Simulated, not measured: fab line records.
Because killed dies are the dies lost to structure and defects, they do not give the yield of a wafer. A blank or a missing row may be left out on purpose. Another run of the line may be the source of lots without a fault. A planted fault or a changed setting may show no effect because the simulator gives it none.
Chamber matching	flow n5_finfet	pecvd-03 running N5_BEOL_M8_PECVD_70: 3 sister chambers
The step deposits SiO2 from TEOS/O2, target thk 20 nm, time 22.7 s. 3 wafers are shown with their chamber, then 12 later ones without.

== WAFERS WITH THEIR CHAMBER ==
wafer	chamber	throttle_valve_pct (%)
L089.1	1	20.7
L089.2	2	22.9
L089.3	0	21.7

== WAFERS WITH NO CHAMBER GIVEN ==
wafer	throttle_valve_pct (%)
L089.4	21.9
L089.5	20.6
L089.6	22.8
L092.1	21.5
L092.3	20.5
L092.4	20.4
L093.2	20.6
L093.4	20.4
L093.5	22.0
L095.2	22.2
L095.3	20.5
L095.5	22.9

== WHICH CHAMBER EACH ONE RAN IN ==
wafer	from the rows above	in truth
L089.4	0	0
L089.5	1	1
L089.6	2	2
L092.1	0	0
L092.3	1	1
L092.4	1	1
L093.2	1	1
L093.4	1	1
L093.5	0	0
L095.2	can't be placed: 0 or 2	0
L095.3	1	1
L095.5	2	2
Correctly placed: 11 of 12. These rows do not allow placing 1 (true chamber among the candidates in 1). Number placed wrongly: 0.
How it was worked out, from the rows above alone: a wafer's distance from a chamber is the root of the sum, over the readings, of the square of ((its reading less the chamber's mean) divided by the reading's scatter). If the next closest chamber is less than 2 further off than the closest, the wafer can't be placed; otherwise it belongs to the closest. Each chamber's mean is taken over the wafers shown for it. The scatter: root of mean squared gap, hidden wafer to nearest shown wafer, with one shown wafer a chamber.
